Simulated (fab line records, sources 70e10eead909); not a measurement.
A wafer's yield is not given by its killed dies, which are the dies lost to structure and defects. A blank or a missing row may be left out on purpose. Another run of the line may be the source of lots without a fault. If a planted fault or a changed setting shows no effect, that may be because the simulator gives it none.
Which tool did it? -- flow nand_harc -- Sampling: 14 lots, 42 wafers, 6 of 1302 route steps

== WHAT EACH GAUGE READ, for each wafer ==
NHARC_A_SOURCE_PLATE_THK_MEAS_09: measures by ellipsometry. Usual: thk_nm reads 9.4 nm (standard deviation 0.96).
lot,measured,on,thk_nm (nm),flag
L108,day 7 04:02,film_metro-02,9.2 9.6 9.6,
L110,day 7 23:28,film_metro-02,8.0 10.4 11.0,
L111,day 8 04:41,film_metro-02,8.0 10.3 8.2,
L112,day 8 15:40,film_metro-01,10.1 9.6 8.7,
L113,day 9 01:53,film_metro-01,9.7 9.7 9.5,
L115,day 10 01:46,film_metro-02,7.5 9.5 9.5,
L116,day 10 09:42,film_metro-01,9.1 7.9 9.8,
L118,day 11 09:54,film_metro-02,8.5 10.9 10.6,
L120,day 11 22:33,film_metro-02,11.3 8.8 9.9,
L121,day 12 10:52,film_metro-01,7.2 8.1 8.8,
L122,day 13 12:25,film_metro-02,8.9 9.1 9.6,
L123,day 13 12:26,film_metro-01,9.2 9.7 9.9,
L126,day 14 15:14,film_metro-01,9.7 8.7 9.6,
L127,day 15 06:56,film_metro-01,9.8 10.9 10.6,

NHARC_A_ONON_D1_THK_MEAS_05: measures by ellipsometry. Usual: thk_nm reads 998 nm (standard deviation 9.9).
lot,measured,on,thk_nm (nm),flag
L108,day 7 18:11,film_metro-01,990 993 991,
L110,day 8 13:12,film_metro-01,1002 1002 1001,
L111,day 8 21:25,film_metro-02,999 998 999,
L112,day 9 05:59,film_metro-01,995 995 994,
L113,day 9 16:07,film_metro-02,993 992 993,
L115,day 10 19:32,film_metro-02,1003 1003 1003,
L116,day 10 23:39,film_metro-02,992 994 993,
L118,day 11 23:58,film_metro-02,1010 1010 1011,
L120,day 12 14:29,film_metro-01,1002 1002 1004,
L121,day 13 00:28,film_metro-02,992 994 994,
L122,day 14 03:07,film_metro-02,992 992 993,
L123,day 14 02:58,film_metro-02,1018 1019 1019,
L126,day 15 05:34,film_metro-01,456 455 454 452 454 454,OFF
L127,day 15 23:49,film_metro-01,455 456 455 454 456 458,OFF

NHARC_A_ONON_D1_THK_MEAS_14: measures by ellipsometry. Usual: thk_nm reads 999 nm (standard deviation 10).
lot,measured,on,thk_nm (nm),flag
L108,day 7 19:54,film_metro-02,1016 1015 1017,
L110,day 8 14:54,film_metro-02,986 986 984,
L111,day 8 23:07,film_metro-02,1007 1008 1007,
L112,day 9 07:44,film_metro-01,998 997 996,
L113,day 9 17:48,film_metro-02,996 995 993,
L115,day 10 21:14,film_metro-02,995 997 997,
L116,day 11 01:21,film_metro-01,996 999 997,
L118,day 12 01:40,film_metro-02,998 997 997,
L120,day 12 16:13,film_metro-02,1008 1006 1007,
L121,day 13 02:10,film_metro-02,1000 1000 1000,
L122,day 14 04:49,film_metro-01,996 995 995,
L123,day 14 04:40,film_metro-01,1002 1002 1002,

NHARC_A_ONON_D1_THK_MEAS_21: measures by ellipsometry. Usual: thk_nm reads 1002 nm (standard deviation 8.5).
lot,measured,on,thk_nm (nm),flag
L108,day 8 05:40,film_metro-02,1008 1008 1010,
L110,day 9 02:10,film_metro-01,1007 1006 1008,
L111,day 9 10:27,film_metro-01,1012 1013 1013,
L112,day 9 16:06,film_metro-02,1012 1011 1012,
L113,day 10 04:10,film_metro-01,1004 1005 1004,
L115,day 11 05:37,film_metro-02,985 986 985,
L116,day 11 09:45,film_metro-01,1012 1014 1016,
L118,day 12 10:04,film_metro-01,1009 1008 1009,
L120,day 13 02:17,film_metro-02,1009 1008 1008,
L121,day 13 10:30,film_metro-01,991 990 990,
L122,day 14 13:40,film_metro-01,1003 1004 1003,
L123,day 14 13:37,film_metro-02,997 1000 998,

NHARC_END_SORT_01. Usual: for defect_limited_yield, 90.2 % with a standard deviation of 2.3; for killed_at_array, 62 with a standard deviation of 15; for killed_at_other, 0.8 with a standard deviation of 1; for killed_at_periphery, 3.7 with a standard deviation of 2.6; for killed_dies, 66 with a standard deviation of 15; for killed_open, 3.1 with a standard deviation of 1.8; for killed_short, 2.6 with a standard deviation of 1.7.
lot,measured,on,defect_limited_yield (%),killed_at_array,killed_at_other,killed_at_periphery,killed_dies,killed_open,killed_short,flag
L118,day 28 12:23,prober-02,89.7 91.7 91.4,67 49 51,0 1 0,3 6 7,70 56 58,3 2 2,2 2 5,
L121,day 29 03:23,prober-02,86.7 86.3 85.1,78 88 96,0 0 0,12 5 5,90 93 101,5 2 2,1 1 2,
L122,day 31 13:26,prober-01,88.6 88.6 90.7,71 70 60,1 0 0,5 7 3,77 77 63,3 1 5,4 3 2,
L123,day 30 19:26,prober-01,94.1 90.5 92.8,36 59 43,3 4 3,1 1 3,40 64 49,0 0 4,1 3 3,

== TOOL THAT RAN EACH LOT (tool first, then ch and the chambers of the sampled wafers, then the start) ==
lot,NHARC_A_ONON_D1_DEP_03
L108,"pecvd_onon-02 ch 0, day 7 17:40"
L110,"pecvd_onon-02 ch 0, day 8 12:45"
L111,"pecvd_onon-03 ch 0, day 8 20:58"
L112,"pecvd_onon-04 ch 0, day 9 05:29"
L113,"pecvd_onon-02 ch 0, day 9 15:43"
L115,"pecvd_onon-02 ch 0, day 10 19:01"
L116,"pecvd_onon-04 ch 0, day 10 23:16"
L118,"pecvd_onon-02 ch 0, day 11 23:31"
L120,"pecvd_onon-02 ch 0, day 12 13:59"
L121,"pecvd_onon-02 ch 0, day 13 00:01"
L122,"pecvd_onon-02 ch 0, day 14 02:40"
L123,"pecvd_onon-03 ch 0, day 14 02:35"
L126,"pecvd_onon-03 ch 0, day 15 05:03"
L127,"pecvd_onon-03 ch 0, day 15 23:26"
- NHARC_A_ONON_D1_DEP_03: target thk 1000 nm.

== WHAT THE TOOLS THEMSELVES READ (means of the sampled wafers that have a number; where no wafer has one, the mark that the record gives instead) ==
NHARC_A_ONON_D1_DEP_03. Usual: sih4_flow_sccm reads 210.1 sccm (standard deviation 0.63).
lot,tool,sih4_flow_sccm (sccm),flag
L108,pecvd_onon-02,210.3,
L110,pecvd_onon-02,209.9,
L111,pecvd_onon-03,210.6,
L112,pecvd_onon-04,210.2,
L113,pecvd_onon-02,210.0,
L115,pecvd_onon-02,210.6,
L116,pecvd_onon-04,209.7,
L118,pecvd_onon-02,210.3,
L120,pecvd_onon-02,209.2,
L121,pecvd_onon-02,210.2,
L122,pecvd_onon-02,209.8,
L123,pecvd_onon-03,209.9,
L126,pecvd_onon-03,209.6,
L127,pecvd_onon-03,210.2,

== THE ANSWER, worked out from the rows above alone ==
Rule: take the mean of a lot's wafers that have a number; if it is more than 3 standard deviations from the usual mean, the lot is off. A lot without any number at a reading at which 4 lots or more have one is off too. Where the step has rows for the other lots, those lots are counted as sound. After the gauges, taken in route order, come the tools' own readings; for these a lot's mean is taken, as printed above. The first step at which some lot is off is used, and at that step the reading that is off furthest; a lot without a number counts as furthest.
Off, at NHARC_A_ONON_D1_THK_MEAS_05 on thk_nm: L126, L127.
A tool fits if, at a process step before that reading, it ran every lot that is off, and no sound lot after the first of them. Those tools and the gauges at NHARC_A_ONON_D1_THK_MEAS_05 are tried in the same way. Can't be told from this: 2 tools fit, pecvd_onon-03 at NHARC_A_ONON_D1_DEP_03, film_metro-01 at NHARC_A_ONON_D1_THK_MEAS_05.

== WHAT THE SIMULATOR PUT IN ==
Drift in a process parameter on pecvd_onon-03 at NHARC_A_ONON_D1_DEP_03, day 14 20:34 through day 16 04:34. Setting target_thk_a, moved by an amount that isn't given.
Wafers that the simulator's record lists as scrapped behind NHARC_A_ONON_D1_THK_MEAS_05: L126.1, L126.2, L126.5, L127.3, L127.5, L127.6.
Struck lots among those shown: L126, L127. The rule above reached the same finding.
